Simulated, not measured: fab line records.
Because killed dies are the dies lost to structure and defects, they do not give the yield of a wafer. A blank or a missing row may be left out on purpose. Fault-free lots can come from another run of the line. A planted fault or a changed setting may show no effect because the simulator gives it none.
A lot that was struck, set against a sound lot + flow nandHarc + 27 steps out of a route of 1302
Sound: wafers L124.3, L124.4, L124.6. The struck wafers were L139.1, L139.3, L139.6. The cause comes at the end.
At each step with rows: each side's tool, then ch and its chambers, then its first start. Under that, the readings that differ: sound wafers + struck wafers + difference of the means + sigmas: that difference in standard deviations of wafers without a fault.
alike: a reading whose means differ by less than 2 such deviations, as well as words and numbers matching on both sides. not compared: withheld readings; readings where some wafer has no value; bounds like >300 that might hide an equal value; numbers whose values overlap and for which the record gives no deviation.
A row with sigmas, a row that says differs or no value, or rows on one side alone: a step with any of these is where the two part. Numbers that don't overlap but have no deviation are shown without sigmas and don't part them. A reading that every wafer of one side lacks parts them only if that side has two wafers or more.

first, 6 steps without rows for these wafers: NHARC_A_ONON_D1_DEP_03 (target thk 1000 nm); NHARC_A_ONON_D1_DEP_06 (target thk 1000 nm); NHARC_A_ONON_D1_DEP_09 (target thk 1000 nm); NHARC_A_ONON_D1_DEP_12 (target thk 1000 nm); NHARC_A_ONON_D1_ANNEAL_15 (time 3600 s); NHARC_A_ONON_D1_DEP_16 (target thk 1000 nm).
NHARC_A_ONON_D1_DEP_19: target thk 1000 nm.
  sound on pecvdOnon-02 ch 0, day 9 13:55; struck on pecvdOnon-02 ch 0, day 15 15:35
  alike: susceptorTempC
then, 19 steps without rows for these wafers: NHARC_A_ONON_D1_DEP_22 (target thk 1000 nm); NHARC_A_ONON_D1_DEP_25 (target thk 1000 nm); NHARC_A_ONON_D1_DEP_28 (target thk 1000 nm); NHARC_A_ONON_D1_DEP_33 (deposits SiO2, target thk 200 nm); NHARC_A_CHANNEL_HOLE_D1_DEP_00 (deposits aC, target thk 3100 nm); NHARC_A_CHANNEL_HOLE_D1_DEP_01 (deposits SiON, target thk 140 nm); NHARC_A_CHANNEL_HOLE_D1_DEHYDRATE_02 (time 120 s); NHARC_A_CHANNEL_HOLE_D1_HMDS_03 (time 30 s); NHARC_A_CHANNEL_HOLE_D1_COAT_36 (time 75 s); NHARC_A_CHANNEL_HOLE_D1_COAT_37 (time 65 s); NHARC_A_CHANNEL_HOLE_D1_COAT_04 (resist thk 90 nm); NHARC_A_CHANNEL_HOLE_D1_SOFTBAKE_05 (time 55 s); NHARC_A_CHANNEL_HOLE_D1_EBR_06; NHARC_A_CHANNEL_HOLE_D1_EXPOSE_07 (exposes mask HOLE D1, target cd 100 nm); NHARC_A_CHANNEL_HOLE_D1_PEB_08 (peb time 65 s); NHARC_A_CHANNEL_HOLE_D1_DEVELOP_09 (develop time 35 s); NHARC_A_CHANNEL_HOLE_D1_DESCUM_15 (chemistry O2, time 3 s); NHARC_A_CHANNEL_HOLE_D1_ETCH_38 (etches the open film in CF4, target depth 39 nm, time 65 s); NHARC_A_CHANNEL_HOLE_D1_ETCH_39 (etches the open film in N2/H2, target depth 260 nm, time 325 s).
-- record jumps: 17 days between struck wafers' starts before vs after; left off in module A_CHANNEL_HOLE_D1, resumes in module END, first step shown is number 1302 of the route --
NHARC_END_SORT_01:
  the record has rows for the struck wafers here (prober-01 ch 0, day 32 17:45) and none for the sound ones

WHERE THEY PART
At NHARC_END_SORT_01 and nowhere else, as far as this record goes.

WHY: what had been put in by the simulator
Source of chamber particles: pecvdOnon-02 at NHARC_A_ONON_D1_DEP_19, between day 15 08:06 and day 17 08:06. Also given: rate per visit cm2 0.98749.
